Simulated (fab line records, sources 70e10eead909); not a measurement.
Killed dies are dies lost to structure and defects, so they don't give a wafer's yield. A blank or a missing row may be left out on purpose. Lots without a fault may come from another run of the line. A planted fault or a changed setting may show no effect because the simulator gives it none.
fab line records | flow nand_harc | part 2 of 2: steps 24 to 29 of 29
record lots=5 wafers=15 last_day=23
route steps=1159 shown A_CONTACT@923
lots that met no fault: from a run of the same line without faults
start_h: hours from the record's first day to the start of the lot's first wafer shown | wait_h: hours since the lot's step before | " the same as in the row above | L1.1+2: a row that stands for several wafers | - no value, or no start given | * or withheld: withheld | < > ~ a bound
route shown NAME@n: a module of which the file shows steps, and the number in the route of the first | usual: mean/standard deviation of fault-free wafers | same: alike in all rows | chamber/n: place in a boat | sites: the reading at each site | _std_site: their standard deviation | _edge_site: outer sites' mean less inner sites' | radius_mm: how far each site lies from the wafer's centre | mask NAME#n: copy n | behind: the tool/chamber that last shaped the wafer | hold: why the lot was held/for how many hours/how that ended | device: the transistor (n, p or np) that didn't switch | end of line: the same wafers' tests at the end of the route | a step without rows: its recipe alone | killed: dies lost to structure and defects at the first sort, not the wafer's yield | map: a wafer's dies, x killed, . not, _ none there
set.NAME: the setting as run; set.NAME@STEP: as run at that earlier step | model.NAME: the simulator's own value behind a step, which no gauge read
lots at some steps of the route; a table a step, a row a wafer
services: from which hour (start_h, from the record's first day; less than 0 if before it) a tool's chamber was out of use, for how many hours, and why
## steps
# step NHARC_A_CONTACT_ETCH_137
# recipe source_w=withheld pressure_mtorr=20 bias_v=3000 time_s=132 target_depth_a=12870 ar_flow_sccm=withheld c4f8_flow_sccm=withheld o2_flow_sccm=withheld chemistry=C4F8/O2/Ar
# usual chamber_pressure_mTorr=20.002/0.018
# columns lot.wafer tool chamber start_h wait_h chamber_pressure_mTorr rf_hours_counter_h
L074.1 har_cap_etch-03 0 392.63 0.1 20.002 89
L074.3 " 1 " " 19.985 -
L074.5 " 0 " " 19.973 -
L081.2 har_cap_etch-02 1 426.39 0.1 20.021 18
L081.4 " 0 " " 19.995 -
L081.5 " 1 " " 20.023 -
L087.4 har_cap_etch-03 0 453.12 0.1 20.018 -
L087.3 " 1 " " 19.997 -
L087.5 " 1 " " 19.994 -
L085.4 har_cap_etch-01 1 462.32 0.1 19.990 -
L085.3 " 0 " " 19.996 -
L085.6 " 1 " " 20.021 -
L093.1 har_cap_etch-02 1 501.08 0.1 20.006 33
L093.4 " 1 " " 20.009 -
L093.5 " 0 " " 20.011 -
# step NHARC_A_CONTACT_ETCH_138
# recipe source_w=withheld pressure_mtorr=20 bias_v=3000 time_s=132 target_depth_a=12890 ar_flow_sccm=withheld c4f8_flow_sccm=withheld o2_flow_sccm=withheld chemistry=C4F8/O2/Ar
# usual chamber_pressure_mTorr=19.997/0.018
# columns lot.wafer tool chamber start_h wait_h chamber_pressure_mTorr rf_hours_counter_h
L074.1 har_cap_etch-03 0 392.76 0.1 19.974 90
L074.3 " 1 " " 19.992 -
L074.5 " 0 " " 19.997 -
L081.2 har_cap_etch-02 1 426.51 0.1 20.003 18
L081.4 " 0 " " 20.021 -
L081.5 " 1 " " 20.003 -
L087.4 har_cap_etch-03 0 453.24 0.1 19.973 -
L087.3 " 1 " " 19.988 -
L087.5 " 1 " " 19.994 -
L085.4 har_cap_etch-01 1 462.45 0.1 19.976 -
L085.3 " 0 " " 19.985 -
L085.6 " 1 " " 19.988 -
L093.1 har_cap_etch-02 1 501.20 0.1 19.983 33
L093.4 " 1 " " 20.018 -
L093.5 " 0 " " 19.983 -
# step NHARC_A_CONTACT_ETCH_139
# recipe source_w=withheld pressure_mtorr=20 bias_v=400 time_s=137 target_depth_a=5900 ar_flow_sccm=withheld c4f8_flow_sccm=11.5 o2_flow_sccm=7.2 chemistry=C4F8/O2/Ar
# usual chamber_pressure_mTorr=20.000/0.02
# columns lot.wafer tool chamber start_h wait_h chamber_pressure_mTorr rf_hours_counter_h
L074.1 har_cap_etch-03 0 392.88 0.1 20.008 90
L074.3 " 1 " " 20.007 -
L074.5 " 0 " " 20.002 -
L081.2 har_cap_etch-02 1 426.65 0.1 19.996 18
L081.4 " 0 " " 20.006 -
L081.5 " 1 " " 20.008 -
L087.4 har_cap_etch-03 0 453.40 0.1 20.009 -
L087.3 " 1 " " 20.026 -
L087.5 " 1 " " 20.004 -
L085.4 har_cap_etch-01 1 462.60 0.1 20.020 -
L085.3 " 0 " " 20.002 -
L085.6 " 1 " " 20.001 -
L093.1 har_cap_etch-02 1 501.34 0.1 20.015 34
L093.4 " 1 " " 19.961 -
L093.5 " 0 " " 20.034 -
# step NHARC_A_CONTACT_ETCH_92
# recipe target_depth_a=400 over_etch_frac=0.5 time_s=85.7 ion_energy_ev=120 ch3f_flow_sccm=50 o2_flow_sccm=30 ar_flow_sccm=200 rf_w=500 bias_w=100 chemistry=CH3F/O2
# usual bias_w=100.00/0.3 chamber_pressure_mTorr=25.002/0.023 drypump_motor_current_A=5.7/0.46 oes_product_au=0.934/0.026 rf_vpp_V=244.3/1.2 showerhead_plenum_p_Torr=2.45/0.063 throttle_valve_pct=20.664/0.0086
# columns lot.wafer tool chamber start_h wait_h bias_w chamber_pressure_mTorr drypump_motor_current_A oes_product_au rf_hours_counter_h rf_vpp_V showerhead_plenum_p_Torr throttle_valve_pct
L074.1 rie_diel-11 3 393.29 0.4 100.17 24.955 5.0 0.932 6 244.1 2.42 20.660
L074.3 " 0 " " 100.07 24.983 6.0 0.931 5 244.0 2.44 20.658
L074.5 " 2 " " 99.54 24.987 6.0 0.917 - 245.0 2.52 20.667
L081.2 rie_diel-13 1 427.05 0.4 100.18 25.014 6.1 0.926 26 243.3 2.43 20.663
L081.5 " 2 " " 100.41 25.047 6.1 0.919 - 245.5 2.52 20.671
L081.4 " 1 " " 100.40 24.986 6.1 0.926 - 244.8 2.43 20.671
L087.4 rie_diel-11 3 453.72 0.3 99.84 25.029 5.0 0.914 29 242.3 2.41 20.664
L087.3 " 1 " " 100.01 25.026 5.4 0.932 28 240.7 2.31 20.655
L087.5 " 0 " " 99.90 24.986 6.0 0.920 - 243.6 2.43 20.666
L085.3 rie_diel-13 0 463.08 0.4 100.89 25.018 5.6 1.006 0 245.0 2.46 20.673
L085.4 " 2 " " 100.15 24.990 6.1 1.005 0 244.4 2.52 20.665
L085.6 " 0 " " 100.02 25.027 5.6 0.990 - 244.4 2.46 20.665
L093.4 rie_diel-13 1 501.77 0.3 99.48 25.014 6.1 0.989 7 244.7 2.43 20.675
L093.1 " 3 " " 100.54 25.013 5.2 0.995 8 243.0 2.40 20.662
L093.5 " 1 " " 99.99 25.007 6.1 0.988 - 244.2 2.43 20.654
# step NHARC_A_CONTACT_ETCH_98
# recipe target_depth_a=200 over_etch_frac=0.5 time_s=10 ion_energy_ev=250 c4f6_flow_sccm=25 o2_flow_sccm=20 ar_flow_sccm=500 rf_w=600 bias_w=500 chemistry=C4F6/O2
# usual bias_w=499.7/1.5 chamber_pressure_mTorr=29.995/0.027 drypump_motor_current_A=5.7/0.46 oes_product_au=0.956/0.019 rf_vpp_V=546.5/2.1 showerhead_plenum_p_Torr=3.90/0.098 throttle_valve_pct=26.903/0.009
# columns lot.wafer tool chamber start_h wait_h bias_w chamber_pressure_mTorr drypump_motor_current_A oes_product_au rf_hours_counter_h rf_vpp_V showerhead_plenum_p_Torr throttle_valve_pct
L074.1 rie_diel-11 0 - - 499.1 29.990 6.0 0.944 5 546.7 3.89 26.906
L074.3 " 2 " " 498.7 30.001 6.0 0.940 7 549.3 4.01 26.907
L074.5 " 0 " " 499.6 29.976 6.0 0.938 - 547.0 3.89 26.901
L081.2 rie_diel-13 0 427.18 0.1 500.6 30.023 5.6 0.964 24 546.6 3.93 26.896
L081.4 " 1 " " 497.4 30.028 6.1 0.955 - 545.4 3.88 26.910
L081.5 " 2 " " 496.4 29.987 6.2 0.950 - 548.9 4.01 26.906
L087.4 rie_diel-11 0 - - 500.8 30.011 6.0 0.947 28 547.8 3.88 26.900
L087.3 " 1 " " 501.3 29.997 5.4 0.933 28 542.0 3.71 26.908
L087.5 " 3 " " 499.1 30.065 5.0 0.952 - 546.3 3.85 26.903
L085.4 rie_diel-13 2 - - 498.2 29.977 6.2 0.990 0 547.5 4.01 26.897
L085.3 " 0 " " 501.5 29.995 5.6 1.002 0 546.6 3.93 26.894
L085.6 " 2 " " 501.0 29.963 6.2 1.000 - 548.7 4.01 26.888
L093.1 rie_diel-13 2 - - 499.5 29.995 6.2 0.995 8 548.6 4.01 26.912
L093.4 " 3 " " 499.6 29.980 5.1 0.991 8 545.1 3.83 26.903
L093.5 " 2 " " 498.9 30.022 6.2 0.998 - 550.1 4.01 26.910
# step NHARC_A_CONTACT_CD_MEAS_15
# usual cd_nm=90.0/0.61
# columns lot.wafer tool chamber start_h wait_h cd_nm
L074.1 cd_sem-01 - 393.50 - 89.1
L074.3 " - " " 89.9
L074.5 " - " " 89.4
L081.2 cd_sem-02 - 427.27 - 90.8
L081.4 " - " " 91.3
L081.5 " - " " 91.2
L087.3 cd_sem-02 - 453.95 - 89.4
L087.4 " - " " 88.8
L087.5 " - " " 90.1
L085.3 cd_sem-02 - 463.34 - 90.1
L085.4 " - " " 90.4
L085.6 " - " " 90.9
L093.1 cd_sem-02 - 501.98 - 89.6
L093.4 " - " " 89.7
L093.5 " - " " 90.1
## services
# columns tool chamber start_h hours kind
rie_diel-11 - 367.85 9.0 pm
rie_diel-13 - 369.96 1.1 repair
arfi_scanner-01 - 372.64 4.0 pm
pecvd-04 - 376.24 13.0 pm
acl_dep-03 - 407.14 13.0 pm
rie_diel-09 - 407.74 0.8 repair
har_cap_etch-03 - 413.83 5.9 repair
rie_diel-09 - 414.50 0.5 repair
pecvd-01 - 418.61 13.0 pm
rie_diel-13 3 421.97 15.2 repair
arfi_scanner-02 - 428.00 4.0 pm
rie_diel-13 2 430.23 30.7 repair
rie_diel-09 - 432.03 9.0 pm
rie_diel-13 1 435.15 6.1 repair
litho_track-01 - 443.00 7.0 pm
rie_diel-09 0 449.41 8.0 repair
rie_diel-13 - 453.00 9.0 pm
litho_track-06 - 467.00 7.0 pm
arfi_scanner-01 - 471.56 1.7 repair
acl_dep-01 - 473.67 13.0 pm
pecvd-04 - 478.30 5.0 repair
rie_diel-13 0 487.25 4.7 repair
litho_track-04 - 491.00 7.0 pm
arfi_scanner-01 - 497.56 2.3 repair
